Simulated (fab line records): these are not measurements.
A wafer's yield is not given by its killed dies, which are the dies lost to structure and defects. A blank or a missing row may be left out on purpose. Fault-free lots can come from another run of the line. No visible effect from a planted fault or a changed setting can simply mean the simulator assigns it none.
fab line records | flow n5-finfet
[record] lots = 5 | wafers = 14 | last-day = 19
route steps=1938 shown BEOL_M9@1461 BEOL_M10@1470
lots that met no fault: taken from a fault-free run of the same line
start-h: the number of hours between the record's first day and the start of the first shown wafer of the lot | wait-h: hours from the lot's prior step to this one | " as in the row above | L1.1+2: a row that stands for several wafers | - no value, or no start was given | * or withheld: withheld | < > ~ a bound
route shown NAME@n: NAME is a module with steps in the file, n the number in the route of the first one | usual: mean/standard deviation of fault-free wafers | same: alike in all rows | chamber/n: place in a boat | sites: each site's reading | _std_site: how widely they spread, as a standard deviation | _edge_site: the outer-site mean with the inner-site mean subtracted | radius-mm: for every site, how far away it sits from the centre of the wafer | mask NAME#n: copy n | behind: tool/chamber where the wafer was last shaped | hold: why the lot went on hold/how many hours it stayed there/how the hold came to an end | device: transistor that didn't switch, given as n, p or np | end of line: the tests these same wafers got at the end of their route | step lacking rows: just its recipe | killed: at the first sort, the dies lost to defects and structure; wafer yield is something else | map: shows each die of a wafer: x if killed, . if not, _ if none is there
set.NAME: the setting the step ran with; set.NAME@STEP: the setting that earlier step ran with | model.NAME: the simulator's own value behind a step, which no gauge read
lots at selected steps of the route; one table per step, one row per wafer
services: the hour from which a tool's chamber was out of use, counted from the record's first day as start-h (under 0 if before that day), plus the number of hours and why
[[steps]]
[step N5_BEOL_M9_SPUTTER_48]
[recipe] material = Cu | target-thk-a = 120 | temp-c = -20 | bias-v = 60 | power-w = 26000 | chamber-pressure-pa = 0.13 | time-s = 2
[step N5_BEOL_M9_ECD_50]
[recipe] material = Cu | target-thk-a = 3180
[step N5_BEOL_M9_ANNEAL_51]
[recipe] temp-c = 225 | time-s = 90 | ambient = N2
[step N5_BEOL_M9_CMP_52]
[recipe] stop-on = SiCOH_lowk | t-overpolish-s = 7 | down-force-psi = 1 | platen-rpm = 50 | clearing-platen-down-force-psi = 1.5 | clearing-platen-rpm = 50 | post-cmp-clean = cu-alkaline | target-thk-nm = 140 | clearing-platen-pad-velocity-m-s = 0.99484 | pad-velocity-m-s = 0.99484
[step N5_BEOL_M9_PRE_CLEAN_55]
[recipe] gas = NH3 | time-s = 15 | temp-c = withheld | rf-power-w = 300
[step N5_BEOL_M9_DEP_56]
[recipe] material = SiCN | target-thk-a = 150 | temp-c = withheld | precursor = 3MS/NH3 | pressure-torr = 3 | rf-w = 202 | time-s = 26.5
[step N5_BEOL_M10_ILD_DEP_00]
[recipe] material = SiCOH_lowk | target-thk-a = 3085.1 | temp-c = 300 | precursor = DEMS/porogen | pressure-torr = 5 | rf-w = 500 | time-s = 58
[step N5_BEOL_M10_CURE_71]
[recipe] temp-c = 385 | time-s = 240 | ambient = He/Ar | material = SiCOH_lowk
[step N5_BEOL_M10_PECVD_70]
[recipe] material = SiO2 | target-thk-a = 200 | temp-c = 400 | precursor = TEOS/O2 | pressure-torr = 5.5 | rf-w = 450 | teos-flow-sccm = 53.8 | gas = O2 | flow-sccm = 3000 | time-s = 22.7
[usual] heater-power-w = 702/90 | showerhead-plenum-p-Torr = 8.81/0.074 | throttle-valve-pct = 22.4/1.3
lot.wafer | tool     | chamber | start-h | wait-h | heater-power-w | showerhead-plenum-p-Torr | throttle-valve-pct | model.SiO2_of_BEOL_M10_PECVD_70.thk-nm
L927.2    | pecvd-03 | 0       | 321.47  | 0.0    | 853            | 8.77                     | 23.0               | 20.2
L927.3    | "        | 2       | "       | "      | 608            | 8.85                     | 20.6               | 20.4
L927.5    | "        | 2       | "       | "      | 607            | 8.87                     | 20.6               | 20.8
L928.1    | pecvd-03 | 0       | 334.86  | 0.0    | 789            | 8.77                     | 22.9               | 14.8
L928.5    | "        | 1       | "       | "      | 597            | 8.73                     | 23.3               | 20.2
L928.6    | "        | 0       | "       | "      | 797            | 8.76                     | 22.9               | 20.2
L933.1    | pecvd-03 | 2       | 364.20  | 0.0    | 690            | 8.85                     | 20.6               | 15.2
L933.2    | "        | 1       | "       | "      | 543            | 8.72                     | 23.1               | 14.6
L931.2    | pecvd-03 | 1       | 367.50  | 0.0    | 596            | 8.76                     | 23.2               | 15
L931.4    | "        | 1       | "       | "      | 607            | 8.74                     | 23.3               | 20.4
L931.5    | "        | 0       | "       | "      | 870            | 8.76                     | 23.1               | 20.8
L940.1    | pecvd-02 | 0       | 405.46  | 0.0    | 566            | 8.81                     | 23.0               | 19.4
L940.4    | "        | 0       | "       | "      | 554            | 8.83                     | 23.2               | 20.2
L940.5    | "        | 2       | "       | "      | 847            | 8.84                     | 23.2               | 20
[step N5_BEOL_M10_HM_DEP_02]
[recipe] material = TiN | target-thk-a = 200 | temp-c = 25 | chamber-pressure-pa = 0.49996
[step N5_BEOL_M10_COAT_59]
[recipe] resist = SOC | temp-c = 250 | time-s = 60 | spin-rpm = 1500 | resist-thk-nm = 100
[step N5_BEOL_M10_COAT_60]
[recipe] resist = SiARC | temp-c = 220 | time-s = 60 | spin-rpm = 1500 | resist-thk-nm = 30
[step N5_BEOL_M10_COAT_05]
[recipe] resist = CAR-ArF | spin-rpm = 1500 | resist-thk-nm = 90
[step N5_BEOL_M10_EBR_07]
[recipe] solvent = PGMEA | ebr-width-mm = 1.5
[step N5_BEOL_M10_SOFTBAKE_06]
[recipe] temp-c = 110 | time-s = 60 | resist = CAR-ArF
[step N5_BEOL_M10_EXPOSE_08]
[recipe] mask-id = M10 | na = 1.35 | source-shape = dipole | sigma-inner = 0.411 | sigma-outer = 0.611 | polarization = te | dose-mj = 53.75
[step N5_BEOL_M10_PEB_09]
[recipe] peb-temp-c = withheld | peb-time-s = 60 | resist = CAR-ArF
[step N5_BEOL_M10_DEVELOP_10]
[recipe] develop-time-s = 30 | developer = TMAH | resist = CAR-ArF | rinse-liquid = diw | dry = air-spin | dev-temp-c = 23
[step N5_BEOL_M10_DESCUM_16]
[recipe] chemistry = O2 | time-s = 7.9 | source-power-w = 50 | bias-power-w = 20 | pressure-mtorr = 20 | rf-frequency-hz = 2.712e+07 | temp-c = 40 | resist = CAR-ArF | o2-flow-sccm = 225
[step N5_BEOL_M10_ETCH_61]
[recipe] chemistry = CF4 | target = SiARC | target-depth-a = 390 | mask-material = CAR-ArF | time-s = 65 | ion-energy-ev = 80 | pressure-mtorr = 40 | source-w = 545 | bias-w = 36 | Ar_flow_sccm = 100 | cf4-flow-sccm = 100 | ends = cleared
[step N5_BEOL_M10_ETCH_62]
[recipe] chemistry = N2/H2 | target = SOC | target-depth-a = 1100 | overetch-a = 220 | mask-material = SiARC | temp-c = 40 | time-s = 165 | ion-energy-ev = 200 | pressure-mtorr = 30 | source-w = 840 | bias-w = 150 | n2-flow-sccm = 200 | h2-flow-sccm = 200
[step N5_BEOL_M10_STRIP_68]
[recipe] chemistry = N2/H2 | temp-c = 40 | n2-flow-sccm = 200 | h2-flow-sccm = 200 | rf-frequency-hz = 6e+07
[step N5_BEOL_M10_STRIP_67]
[recipe] chemistry = CF4 | resist = SiARC | power-w = 300 | bias-power-w = 75 | pressure-mtorr = 50 | cf4-flow-sccm = 150 | rf-frequency-hz = 6e+07
[step N5_BEOL_M10_HM_OPEN_17]
[recipe] chemistry = Cl2/BCl3 | target-depth-a = 200 | overetch-a = 60 | target = TiN | mask-material = SOC | ion-energy-ev = 150 | pressure-mtorr = 10 | icp-w = 1000 | bias-w = 126 | Cl2_flow_sccm = 53.25 | bcl3-flow-sccm = 21.75 | Ar_flow_sccm = 25
[step N5_BEOL_M10_STRIP_19]
[recipe] chemistry = O2 | power-w = 400 | temp-c = 40 | pressure-mtorr = 30 | rf-frequency-hz = 6e+07 | bias-power-w = 0 | overash-fraction = 0.2 | o2-flow-sccm = 225
[step N5_BEOL_M10_COAT_63]
[recipe] resist = SOC | temp-c = 250 | time-s = 60 | spin-rpm = 1500 | resist-thk-nm = 100
[step N5_BEOL_M10_COAT_64]
[recipe] resist = SiARC | temp-c = 220 | time-s = 60 | spin-rpm = 1500 | resist-thk-nm = 30
[step N5_BEOL_M10_COAT_22]
[recipe] resist = CAR-ArF | spin-rpm = 1500 | resist-thk-nm = 90
[step N5_BEOL_M10_EBR_24]
[recipe] solvent = PGMEA | ebr-width-mm = 1.5
[step N5_BEOL_M10_SOFTBAKE_23]
[recipe] temp-c = 110 | time-s = 60 | resist = CAR-ArF
[step N5_BEOL_M10_EXPOSE_25]
[recipe] mask-id = V9 | na = 1.35 | source-shape = annular | sigma-inner = 0.5 | sigma-outer = 0.8 | polarization = unpolarized | dose-mj = 85.5
[step N5_BEOL_M10_PEB_26]
[recipe] peb-temp-c = withheld | peb-time-s = 60 | resist = CAR-ArF
[step N5_BEOL_M10_DEVELOP_27]
[recipe] develop-time-s = 30 | developer = TMAH | resist = CAR-ArF | rinse-liquid = diw | dry = air-spin | dev-temp-c = 23
[step N5_BEOL_M10_HM_STRIP_39]
[recipe] chemistry = peroxide-tin-strip | material = TiN | target-depth-a = 250 | temp-c = 50 | time-s = 158
[usual] temp-c = 50.00/0.11
lot.wafer | tool         | chamber | start-h | wait-h | temp-c | model.SiO2_of_BEOL_M10_PECVD_70.thk-nm
L927.2    | wet-bench-01 | 6       | 326.33  | 0.0    | 49.74  | 20
L927.3    | "            | 4       | "       | "      | 50.03  | 20.2
L927.5    | "            | 7       | "       | "      | 50.02  | 20.6
L928.1    | wet-bench-02 | 4       | 338.02  | 0.0    | 49.88  | 14.8
L928.5    | "            | 5       | "       | "      | 50.08  | 20
L928.6    | "            | 3       | "       | "      | 50.20  | 20
L933.1    | wet-bench-04 | 5       | 369.30  | 0.0    | 49.93  | 15
L933.2    | "            | 6       | "       | "      | 49.99  | 14.4
L931.2    | wet-bench-02 | 1       | 371.89  | 0.2    | 49.97  | 14.8
L931.4    | "            | 5       | "       | "      | 50.18  | 20.2
L931.5    | "            | 6       | "       | "      | 49.89  | 20.6
L940.1    | wet-bench-01 | 7       | 411.24  | 0.0    | 50.15  | 19.2
L940.4    | "            | 6       | "       | "      | 49.96  | 20
L940.5    | "            | 2       | "       | "      | 49.93  | 19.8
[step N5_BEOL_M10_CMP_52]
[recipe] stop-on = SiCOH_lowk | t-overpolish-s = 7 | down-force-psi = 1 | platen-rpm = 50 | clearing-platen-down-force-psi = 1.5 | clearing-platen-rpm = 50 | post-cmp-clean = cu-alkaline | target-thk-nm = 140 | clearing-platen-pad-velocity-m-s = 0.99484 | pad-velocity-m-s = 0.99484
[usual] barrier-field-endpoint-s = 28.6/0.68 | motor-current-A = 6.3/0.48 | pad-life-wafers = 1031/510 | retaining-ring-pressure-frac = 1.000/0.0052
lot.wafer | tool   | chamber | start-h | wait-h | barrier-field-endpoint-s | motor-current-A | pad-life-wafers | retaining-ring-pressure-frac
L927.3    | cmp-04 | 1       | 328.11  | 0.2    | 29.4                     | 6.0             | 1482            | 1.002
L927.2    | "      | 3       | "       | "      | 29.2                     | 6.1             | 1484            | 0.994
L927.5    | "      | 1       | "       | "      | 29.7                     | 6.5             | -               | 0.994
L928.1    | cmp-02 | 0       | 340.65  | 0.3    | 22.9                     | 5.7             | 786             | 0.997
L928.5    | "      | 0       | "       | "      | 28.9                     | 5.8             | -               | 1.002
L928.6    | "      | 1       | "       | "      | 28.2                     | 7.2             | -               | 1.007
L933.2    | cmp-01 | 0       | 371.80  | 0.4    | 21.8                     | 6.0             | 924             | 1.000
L933.1    | "      | 3       | "       | "      | 23.1                     | 5.9             | 927             | 0.995
L931.4    | cmp-02 | 1       | 375.85  | 0.1    | 28.9                     | 6.8             | 1002            | 1.005
L931.2    | "      | 0       | "       | "      | 22.8                     | 5.9             | 1005            | 1.003
L931.5    | "      | 1       | "       | "      | 29.7                     | 6.5             | -               | 0.995
L940.1    | cmp-01 | 0       | 413.35  | 0.3    | 28.1                     | 5.7             | 1254            | 0.991
L940.4    | "      | 1       | "       | "      | 29.1                     | 6.0             | 1255            | 0.998
L940.5    | "      | 1       | "       | "      | 28.6                     | 6.2             | -               | 0.991
[[services]]
tool         | chamber | start-h | hours | kind
pecvd-02     | -       | 308.73  | 1.0   | repair
cmp-02       | -       | 331.91  | 3.7   | repair
cmp-04       | -       | 340.38  | 1.5   | repair
pecvd-03     | -       | 346.72  | 1.8   | repair
cmp-01       | -       | 351.41  | 0.6   | repair
cmp-01       | -       | 356.48  | 5.5   | pm
cmp-02       | -       | 357.00  | 0.5   | repair
pecvd-02     | 1       | 357.81  | 13.2  | repair
cmp-02       | -       | 362.91  | 10.7  | pm
cmp-04       | -       | 371.44  | 7.4   | repair
pecvd-02     | 1       | 383.62  | -     | clean
pecvd-02     | 1       | 383.62  | -     | consumable-replace:showerhead
pecvd-02     | 1       | 383.62  | 29.0  | scheduled-down
pecvd-02     | 1       | 383.62  | 29.0  | vent-cycle
cmp-02       | -       | 384.46  | 2.4   | repair
pecvd-02     | 0       | 386.27  | 2.1   | scheduled-down
cmp-04       | -       | 390.71  | 4.0   | pm
cmp-01       | -       | 393.76  | 4.0   | repair
cmp-04       | -       | 394.71  | -     | consumable-replace:conditioner
cmp-04       | -       | 394.71  | -     | consumable-replace:pad
pecvd-03     | 2       | 395.78  | 5.5   | scheduled-down
wet-bench-02 | -       | 397.02  | 1.9   | pm
cmp-01       | -       | 405.18  | 0.3   | repair
[[key]]
[first-sign] step = N5_BEOL_M10_CMP_52 | reading = barrier-field-endpoint-s | direction = down | sigmas = 8.8 | usual = 28.6 | struck = 22.6
effect none on later readings
[model-effect] step = N5_BEOL_M10_PECVD_70 | value = SiO2_of_BEOL_M10_PECVD_70.thk-nm | without = 19.9 | struck = 14.9
[model-effect] step = N5_BEOL_M10_HM_STRIP_39 | value = SiO2_of_BEOL_M10_PECVD_70.thk-nm | without = 19.75 | struck = 14.75
met-at N5_BEOL_M10_PECVD_70
struck-wafers L928.1,L931.2,L933.1,L933.2
onset-between 321.47 334.86
[fault] kind = process-parameter-drift | tool = pecvd-03 | chamber = - | onset-h = 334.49 | steps = N5_BEOL_M10_PECVD_70 | channel = time-s | offset = * | shape = step | end-h = 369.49 | scope = struck-wafers-only | acts-in = * | stated = *
